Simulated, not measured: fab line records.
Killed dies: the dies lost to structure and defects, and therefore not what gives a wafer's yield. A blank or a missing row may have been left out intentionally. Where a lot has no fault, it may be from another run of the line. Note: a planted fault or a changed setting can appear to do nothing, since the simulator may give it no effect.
What tool caused it?	flow n5 finfet	22 lots with 66 wafers sampled at 6 steps, on a route of 1938 steps

== WHAT EACH GAUGE READ, for each wafer ==
The record lacks any reading of a measuring or inspecting step that a usual standard deviation could be used to judge.

== WHAT TOOL EACH LOT RAN ON (gives the tool, then ch and the chambers of the sampled wafers, and finally the start) ==
lot	N5_ILD0_ALD_15	N5_HKMG_FIN_STRIP_60	N5_HKMG_FIN_DESCUM_17	N5_HKMG_FIN_STRIP_92	N5_HKMG_FIN_W_FILL_22	N5_GATE_CUT_ETCH_56
L074	ald sin-02 ch 0,3, day 3 14:23	plasma asher-02 ch 0,1, day 4 00:11	rie diel-05 ch 1,3, day 4 02:34	rie diel-05 ch 1,3, day 4 03:01	cvd w-02 ch 0,1, day 4 06:19	rie metal-01 ch 1, day 4 07:25
L075	ald sin-04 ch 1,3, day 3 21:41	plasma asher-02 ch 0,1, day 4 08:24	rie diel-05 ch 0,1,3, day 4 10:56	rie diel-05 ch 0,1,3, day 4 11:23	cvd w-02 ch 0, day 4 14:50	rie metal-02 ch 0,1, day 4 15:49
L076	ald sin-01 ch 0,1, day 4 04:49	plasma asher-02 ch 0, day 4 14:23	rie diel-05 ch 0,3, day 4 16:53	rie diel-05 ch 0,3, day 4 17:20	cvd w-02 ch 0,1, day 4 20:27	rie metal-02 ch 0,1, day 4 21:25
L077	ald sin-01 ch 1,2, day 4 08:46	plasma asher-01 ch 1, day 4 18:31	rie diel-05 ch 0,1,3, day 4 20:59	rie diel-05 ch 0,1,3, day 4 21:26	cvd w-02 ch 0,1, day 5 00:40	rie metal-02 ch 0,1, day 5 01:39
L078	ald sin-04 ch 2,3, day 4 16:33	plasma asher-02 ch 0,1, day 5 02:12	rie diel-01 ch 0,1,2, day 5 04:42	rie diel-01 ch 0,1,2, day 5 05:09	cvd w-02 ch 0, day 5 08:20	rie metal-02 ch 0,1, day 5 09:19
L080	ald sin-01 ch 0,1,3, day 5 04:51	plasma asher-01 ch 0,1, day 5 14:26	rie diel-03 ch 0,1,2, day 5 16:49	rie diel-03 ch 0,1,2, day 5 17:16	cvd w-02 ch 0,1, day 5 20:23	rie metal-01 ch 0,1, day 5 21:22
L081	ald sin-02 ch 0,2, day 5 07:29	plasma asher-01 ch 0,1, day 5 17:33	rie diel-03 ch 0,1, day 5 20:06	rie diel-03 ch 0,1, day 5 20:33	cvd w-02 ch 0,1, day 5 23:43	rie metal-02 ch 0, day 6 00:42
L082	ald sin-04 ch 0,2, day 5 17:31	plasma asher-02 ch 0,1, day 6 02:59	rie diel-01 ch 0,1,3, day 6 05:29	rie diel-01 ch 0,1,3, day 6 05:56	cvd w-02 ch 0,1, day 6 09:02	rie metal-02 ch 1, day 6 10:01
L084	ald sin-01 ch 0,3, day 6 05:38	plasma asher-02 ch 1, day 6 15:06	rie diel-03 ch 1,2,3, day 6 17:48	rie diel-03 ch 1,2,3, day 6 18:15	cvd w-01 ch 0,1, day 6 21:28	rie metal-01 ch 0,1, day 6 22:26
L085	ald sin-01 ch 0,1,3, day 6 11:26	plasma asher-02 ch 0,1, day 6 21:26	rie diel-05 ch 0,2,3, day 7 00:07	rie diel-05 ch 0,2,3, day 7 00:34	cvd w-01 ch 0,1, day 7 03:44	rie metal-03 ch 0,1, day 7 04:43
L086	ald sin-04 ch 0,2,3, day 6 17:19	plasma asher-02 ch 0,1, day 7 03:50	rie diel-01 ch 0,1, day 7 06:45	rie diel-01 ch 0,1, day 7 07:12	cvd w-01 ch 1, day 7 10:19	rie metal-03 ch 0,1, day 7 11:17
L087	ald sin-02 ch 0,2,3, day 6 21:01	plasma asher-01 ch 0,1, day 7 06:50	rie diel-05 ch 1,3, day 7 09:10	rie diel-05 ch 1,3, day 7 09:37	cvd w-01 ch 0,1, day 7 14:11	rie metal-02 ch 0,1, day 7 15:10
L088	ald sin-02 ch 1,3, day 7 00:07	plasma asher-01 ch 0,1, day 7 09:52	rie diel-05 ch 0,1, day 7 12:17	rie diel-05 ch 0,1, day 7 12:44	cvd w-02 ch 0,1, day 7 15:50	rie metal-01 ch 0,1, day 7 16:49
L089	ald sin-04 ch 0,1,2, day 7 07:15	plasma asher-01 ch 0,1, day 7 17:11	rie diel-03 ch 1,2,3, day 7 19:39	rie diel-03 ch 1,2,3, day 7 20:06	cvd w-02 ch 0,1, day 7 23:33	rie metal-01 ch 0,1, day 8 00:32
L090	ald sin-04 ch 0,1,3, day 7 12:55	plasma asher-01 ch 0,1, day 7 23:08	rie diel-01 ch 2,3, day 8 02:09	rie diel-01 ch 2,3, day 8 02:36	cvd w-02 ch 0,1, day 8 05:55	rie metal-02 ch 0,1, day 8 06:54
L091	ald sin-01 ch 1,2,3, day 7 19:29	plasma asher-01 ch 0,1, day 8 05:11	rie diel-01 ch 1,2,3, day 8 08:05	rie diel-01 ch 1,2,3, day 8 08:32	cvd w-02 ch 0,1, day 8 11:42	rie metal-01 ch 0,1, day 8 12:41
L092	ald sin-04 ch 0,3, day 8 02:50	plasma asher-02 ch 0,1, day 8 12:20	rie diel-03 ch 2,3, day 8 14:51	rie diel-03 ch 2,3, day 8 15:18	cvd w-01 ch 1, day 8 18:26	rie metal-02 ch 1, day 8 19:24
L093	ald sin-02 ch 0,2, day 8 08:44	plasma asher-02 ch 0,1, day 8 18:09	rie diel-03 ch 0,2,3, day 8 20:34	rie diel-03 ch 0,2,3, day 8 21:01	cvd w-01 ch 0,1, day 9 00:07	rie metal-03 ch 1, day 9 01:06
L094	ald sin-01 ch 0,2, day 8 15:51	plasma asher-01 ch 0,1, day 9 01:29	rie diel-01 ch 1,3, day 9 03:55	rie diel-01 ch 1,3, day 9 04:22	cvd w-01 ch 0,1, day 9 07:40	rie metal-03 ch 0,1, day 9 08:39
L095	ald sin-02 ch 0,1,2, day 8 19:25	plasma asher-01 ch 0,1, day 9 05:07	rie diel-01 ch 0,3, day 9 07:33	rie diel-01 ch 0,3, day 9 08:00	cvd w-01 ch 0,1, day 9 11:17	rie metal-02 ch 0,1, day 9 12:16
L096	ald sin-02 ch 0,1,2, day 9 07:52	plasma asher-01 ch 0,1, day 9 17:34	rie diel-01 ch 0,1, day 9 20:05	rie diel-01 ch 0,1, day 9 20:32	cvd w-01 ch 0,1, day 9 23:50	rie metal-01 ch 0,1, day 10 00:49
L097	ald sin-04 ch 0,2,3, day 9 08:57	plasma asher-02 ch 1, day 9 19:00	rie diel-05 ch 0,1, day 9 21:48	rie diel-05 ch 0,1, day 9 22:15	cvd w-01 ch 0,1, day 10 01:22	rie metal-03 ch 0,1, day 10 02:20
- N5_ILD0_ALD_15: deposits SiNx, target thk 24 nm, pulse time 1 s, ald cycles 480.
- N5_HKMG_FIN_STRIP_60: strips in N2/H2, time 360 s.
- N5_HKMG_FIN_DESCUM_17: chemistry O2, time 7.9 s.
- N5_HKMG_FIN_STRIP_92: strips SOC in N2/H2, time 20 s.
- N5_HKMG_FIN_W_FILL_22: material W, target thk 60 nm, time 18.2 s.
- N5_GATE_CUT_ETCH_56: etches TiN in Cl2/Ar, target depth 21.6 nm.

== WHAT THE TOOLS THEMSELVES READ (means of the sampled wafers that have a number; where no wafer has one, the mark that the record gives instead) ==
N5_ILD0_ALD_15. Usual: heater power w 824 W, standard deviation 47; precursor pulse height rel 1.001, standard deviation 0.021.
lot	tool	heater power w (W)	precursor pulse height rel	flag
L074	ald sin-02	936	1.004	
L075	ald sin-04	761	1.011	
L076	ald sin-01	780	1.007	
L077	ald sin-01	836	0.996	
L078	ald sin-04	814	0.981	
L080	ald sin-01	803	1.000	
L081	ald sin-02	896	1.005	
L082	ald sin-04	835	1.004	
L084	ald sin-01	797	0.999	
L085	ald sin-01	799	0.993	
L086	ald sin-04	824	0.991	
L087	ald sin-02	878	1.017	
L088	ald sin-02	799	1.011	
L089	ald sin-04	823	0.994	
L090	ald sin-04	787	1.019	
L091	ald sin-01	815	1.008	
L092	ald sin-04	827	1.005	
L093	ald sin-02	893	1.001	
L094	ald sin-01	802	0.996	
L095	ald sin-02	859	1.000	
L096	ald sin-02	847	0.998	
L097	ald sin-04	820	0.988	

N5_HKMG_FIN_STRIP_60. Usual: drypump motor current A 6.08 A, standard deviation 0.12; h2 flow sccm 3250 sccm, standard deviation 9.9; heater power w 444 W, standard deviation 44; temp c 300.01 C, standard deviation 0.21.
lot	tool	drypump motor current A (A)	h2 flow sccm (sccm)	heater power w (W)	temp c (C)	flag
L074	plasma asher-02	6.11	3242	450	300.06	
L075	plasma asher-02	6.06	3250	426	300.06	
L076	plasma asher-02	6.05	3245	408	299.91	
L077	plasma asher-01	5.90	3248	505	300.04	
L078	plasma asher-02	6.08	3252	455	300.02	
L080	plasma asher-01	6.17	3241	440	299.86	
L081	plasma asher-01	6.16	3249	436	299.90	
L082	plasma asher-02	6.11	3245	451	300.04	
L084	plasma asher-02	6.14	3246	479	299.96	
L085	plasma asher-02	6.06	3243	425	300.08	
L086	plasma asher-02	6.09	3244	446	299.88	
L087	plasma asher-01	6.13	3251	437	299.89	
L088	plasma asher-01	6.15	3247	435	300.11	
L089	plasma asher-01	6.15	3250	435	300.13	
L090	plasma asher-01	6.03	3242	469	300.21	
L091	plasma asher-01	6.16	3256	437	299.93	
L092	plasma asher-02	6.08	3256	422	299.73	
L093	plasma asher-02	6.10	3257	453	300.03	
L094	plasma asher-01	6.15	3247	436	299.99	
L095	plasma asher-01	6.04	3245	463	299.93	
L096	plasma asher-01	6.04	3251	462	300.05	
L097	plasma asher-02	6.14	3248	473	299.95	

N5_HKMG_FIN_DESCUM_17. Usual: drypump motor current A 5.8 A, standard deviation 0.37; oes product au 0.82 a.u., standard deviation 0.1; rf vpp V 243.2 V, standard deviation 1.6; showerhead plenum p Torr 2.10 Torr, standard deviation 0.099; temp c 40.01 C, standard deviation 0.11; throttle valve pct 20.46 %, standard deviation 0.22.
lot	tool	drypump motor current A (A)	oes product au (a.u.)	rf vpp V (V)	showerhead plenum p Torr (Torr)	temp c (C)	throttle valve pct (%)	flag
L074	rie diel-05	5.5	0.70	243.8	2.12	40.10	20.58	
L075	rie diel-05	5.6	0.73	242.2	2.05	39.99	20.65	
L076	rie diel-05	5.5	0.75	243.6	2.09	40.02	20.65	
L077	rie diel-05	5.5	0.74	243.1	2.05	40.15	20.65	
L078	rie diel-01	5.5	0.76	243.4	2.05	39.95	20.44	
L080	rie diel-03	5.6	0.77	243.0	2.07	40.10	20.46	
L081	rie diel-03	5.5	0.84	243.7	2.14	39.97	20.33	
L082	rie diel-01	6.0	0.92	243.8	2.12	40.08	20.42	
L084	rie diel-03	5.8	0.78	242.3	2.11	40.02	20.50	
L085	rie diel-05	5.6	0.79	243.1	2.11	40.00	20.60	
L086	rie diel-01	5.8	0.91	241.7	2.05	39.99	20.34	
L087	rie diel-05	5.6	0.89	243.3	2.08	39.93	20.35	
L088	rie diel-05	5.6	0.91	243.0	2.01	40.00	20.40	
L089	rie diel-03	5.9	0.76	243.0	2.10	40.05	20.51	
L090	rie diel-01	5.6	0.92	243.3	2.10	39.97	20.25	
L091	rie diel-01	5.8	0.91	243.3	2.11	40.06	20.37	
L092	rie diel-03	6.2	0.70	242.5	2.06	40.03	20.51	
L093	rie diel-03	5.9	0.79	243.0	2.10	39.92	20.39	
L094	rie diel-01	6.0	0.88	243.9	2.12	39.92	20.50	
L095	rie diel-01	6.2	0.88	244.6	2.16	39.93	20.55	
L096	rie diel-01	5.7	0.86	242.1	2.05	40.00	20.37	
L097	rie diel-05	5.6	0.85	242.3	2.01	40.04	20.43	

N5_HKMG_FIN_STRIP_92. Usual: drypump motor current A is 5.8 A with standard deviation 0.37, h2 flow sccm is 300.1 sccm with standard deviation 0.92, oes product au is 0.83 a.u. with standard deviation 0.1, rf vpp V is 54.2 V with standard deviation 0.82, showerhead plenum p Torr is 3.37 Torr with standard deviation 0.15, temp c is 39.99 C with standard deviation 0.1, and throttle valve pct is 19.0 % with standard deviation 0.35.
lot	tool	drypump motor current A (A)	h2 flow sccm (sccm)	oes product au (a.u.)	rf vpp V (V)	showerhead plenum p Torr (Torr)	temp c (C)	throttle valve pct (%)	flag
L074	rie diel-05	5.5	300.1	0.70	55.0	3.43	40.02	19.1	
L075	rie diel-05	5.6	300.4	0.74	53.5	3.32	40.07	19.3	
L076	rie diel-05	5.5	299.7	0.76	54.3	3.37	39.96	19.1	
L077	rie diel-05	5.5	300.6	0.74	53.6	3.32	40.12	19.3	
L078	rie diel-01	5.6	299.6	0.77	54.2	3.31	39.99	19.1	
L080	rie diel-03	5.6	300.1	0.77	53.9	3.33	39.93	19.2	
L081	rie diel-03	5.5	300.3	0.85	55.1	3.45	39.90	19.2	
L082	rie diel-01	6.0	300.2	0.94	54.7	3.39	39.89	19.1	
L084	rie diel-03	5.9	300.6	0.78	53.1	3.37	40.02	18.9	
L085	rie diel-05	5.6	299.9	0.80	54.3	3.38	39.99	19.1	
L086	rie diel-01	5.8	300.0	0.91	53.9	3.30	39.94	19.3	
L087	rie diel-05	5.6	300.9	0.89	53.7	3.36	40.03	19.1	
L088	rie diel-05	5.5	300.6	0.91	54.1	3.25	40.01	19.2	
L089	rie diel-03	5.9	300.0	0.76	54.5	3.37	40.06	18.9	
L090	rie diel-01	5.6	300.7	0.93	54.3	3.36	40.01	18.4	
L091	rie diel-01	5.8	300.2	0.91	54.3	3.37	40.02	18.8	
L092	rie diel-03	6.2	300.1	0.70	53.8	3.27	40.06	18.7	
L093	rie diel-03	6.0	299.2	0.79	55.4	3.36	40.09	18.9	
L094	rie diel-01	6.0	299.7	0.88	55.1	3.38	40.01	19.3	
L095	rie diel-01	6.2	300.8	0.88	54.9	3.46	39.96	18.8	
L096	rie diel-01	5.7	299.8	0.88	53.9	3.29	39.99	19.3	
L097	rie diel-05	5.6	300.4	0.85	54.3	3.24	40.00	19.2	

N5_HKMG_FIN_W_FILL_22. Usual: heater power w 858 W, standard deviation 42; throttle valve pct 18.7 %, standard deviation 0.6.
lot	tool	heater power w (W)	throttle valve pct (%)	flag
L074	cvd w-02	891	18.3	
L075	cvd w-02	849	19.5	
L076	cvd w-02	870	18.9	
L077	cvd w-02	898	18.3	
L078	cvd w-02	857	19.3	
L080	cvd w-02	876	19.0	
L081	cvd w-02	880	18.4	
L082	cvd w-02	878	19.0	
L084	cvd w-01	823	18.9	
L085	cvd w-01	824	18.8	
L086	cvd w-01	825	18.6	
L087	cvd w-01	817	18.6	
L088	cvd w-02	896	18.6	
L089	cvd w-02	895	18.5	
L090	cvd w-02	895	18.6	
L091	cvd w-02	867	19.2	
L092	cvd w-01	813	18.7	
L093	cvd w-01	822	19.0	
L094	cvd w-01	820	18.8	
L095	cvd w-01	821	18.9	
L096	cvd w-01	809	18.8	
L097	cvd w-01	807	19.0	

N5_GATE_CUT_ETCH_56. Usual: bias w 60.02 W, standard deviation 0.17; drypump motor current A 5.5 A, standard deviation 0.38; oes product au 0.70 a.u., standard deviation 0.043; throttle valve pct 21.0 %, standard deviation 0.32.
lot	tool	bias w (W)	drypump motor current A (A)	oes product au (a.u.)	throttle valve pct (%)	flag
L074	rie metal-01	60.07	5.3	0.71	20.7	
L075	rie metal-02	59.87	5.7	0.69	21.3	
L076	rie metal-02	59.96	5.4	0.70	21.0	
L077	rie metal-02	60.04	5.4	0.70	21.0	
L078	rie metal-02	59.84	5.7	0.68	21.3	
L080	rie metal-01	59.94	5.4	0.70	20.8	
L081	rie metal-02	59.65	6.0	0.67	21.5	
L082	rie metal-02	60.03	5.1	0.70	20.8	
L084	rie metal-01	60.02	5.5	0.69	20.9	
L085	rie metal-03	60.02	5.5	0.70	21.1	
L086	rie metal-03	59.95	5.8	0.76	20.9	
L087	rie metal-02	59.98	5.4	0.69	21.0	
L088	rie metal-01	59.94	5.5	0.68	20.9	
L089	rie metal-01	60.03	5.4	0.68	20.8	
L090	rie metal-02	60.10	5.7	0.67	21.3	
L091	rie metal-01	60.06	5.5	0.68	20.9	
L092	rie metal-02	60.10	5.1	0.69	20.8	
L093	rie metal-03	60.22	6.0	0.80	20.8	
L094	rie metal-03	60.22	5.5	0.69	21.1	
L095	rie metal-02	59.89	5.7	0.67	21.3	
L096	rie metal-01	60.09	5.5	0.67	20.9	
L097	rie metal-03	60.07	5.5	0.69	21.1	

== THE ANSWER, worked out from the rows above alone ==
Rule: a lot counts as off when the mean over its wafers that have a number is more than 3 standard deviations away from the usual mean. Also off: a lot with no number at a reading for which 4 or more lots have one. Any other lot the step has rows for is counted as sound. First the gauges in route order, then the tools' own readings, where a lot's mean is used as printed above. The first step at which some lot is off is used, and at that step the reading that is off furthest; a lot without a number counts as furthest.
No lot is off on any of the readings shown, so nothing can be concluded from this.

== WHAT THE SIMULATOR PUT IN ==
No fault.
